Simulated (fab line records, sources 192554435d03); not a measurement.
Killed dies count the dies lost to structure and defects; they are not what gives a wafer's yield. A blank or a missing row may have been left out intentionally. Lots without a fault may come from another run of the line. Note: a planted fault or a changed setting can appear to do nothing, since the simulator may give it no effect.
Chamber matching	flow n5Finfet	N5_MOL_CONTACT_COAG_ALD_27 on aldSin-02: 4 sister chambers
The step deposits SiOC, target thk 17 nm, pulse time 1.5 s, time 2720 s. 18 wafers are shown with their chamber, then 9 later ones without.

## WAFERS WITH THEIR CHAMBER
wafer	chamber	heaterPowerOuterW (W)	heaterPowerW (W)	precursorPulseHeightRel
L075.2	3	560	875	0.992
L075.5	3	569	880	1.001
L075.6	0	486	793	0.979
L076.3	1	505	822	1.021
L076.4	3	580	877	1.013
L076.6	0	477	791	0.998
L082.2	3	562	907	0.977
L082.4	0	477	811	0.983
L082.5	3	568	881	1.005
L084.1	0	476	794	0.980
L084.2	1	517	858	1.001
L084.4	2	525	863	1.033
L085.2	2	530	863	1.005
L085.3	0	486	803	0.967
L085.6	3	571	887	1.020
L086.2	0	471	784	1.015
L086.4	2	519	864	0.984
L086.5	3	562	882	1.054

SIGNATURES (averages over the wafers above)
reading	chamber 0	chamber 1	chamber 2	chamber 3	scatter within a chamber
heaterPowerOuterW	478.83	511.00	524.67	567.43	6.54
heaterPowerW	796.00	840.00	863.33	884.14	11.3
precursorPulseHeightRel	0.98700	1.01100	1.00733	1.00886	0.0214
Rule: for each reading, subtract the chamber's mean from the wafer's reading, divide by that reading's scatter and square the result; add these up over the readings and take the root, which gives the wafer's distance from the chamber. The wafer belongs to the nearest chamber; if the next one is less than 2 further off, it can't be placed. The scatter is the square root of a quotient: the sum, over the shown wafers, of each reading's squared deviation from its chamber's mean, divided by wafers minus chambers.

## WAFERS WITH NO CHAMBER GIVEN
wafer	heaterPowerOuterW (W)	heaterPowerW (W)	precursorPulseHeightRel
L090.2	476	791	0.989
L090.3	564	868	0.992
L090.5	587	898	1.012
L091.2	532	883	0.970
L091.5	564	908	0.989
L091.6	549	869	1.010
L096.1	531	854	1.012
L096.4	489	790	0.994
L096.6	477	784	1.023

## EACH ONE'S CHAMBER
wafer	from the rows above	in truth
L090.2	0	0
L090.3	3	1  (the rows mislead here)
L090.5	3	3
L091.2	2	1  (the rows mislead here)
L091.5	3	3
L091.6	can't be placed: 3 or 2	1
L096.1	2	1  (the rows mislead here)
L096.4	0	0
L096.6	0	0
Placed correctly: 5 of 9. These rows do not allow placing 1 (true chamber among the candidates in 0). 3 placed wrongly.
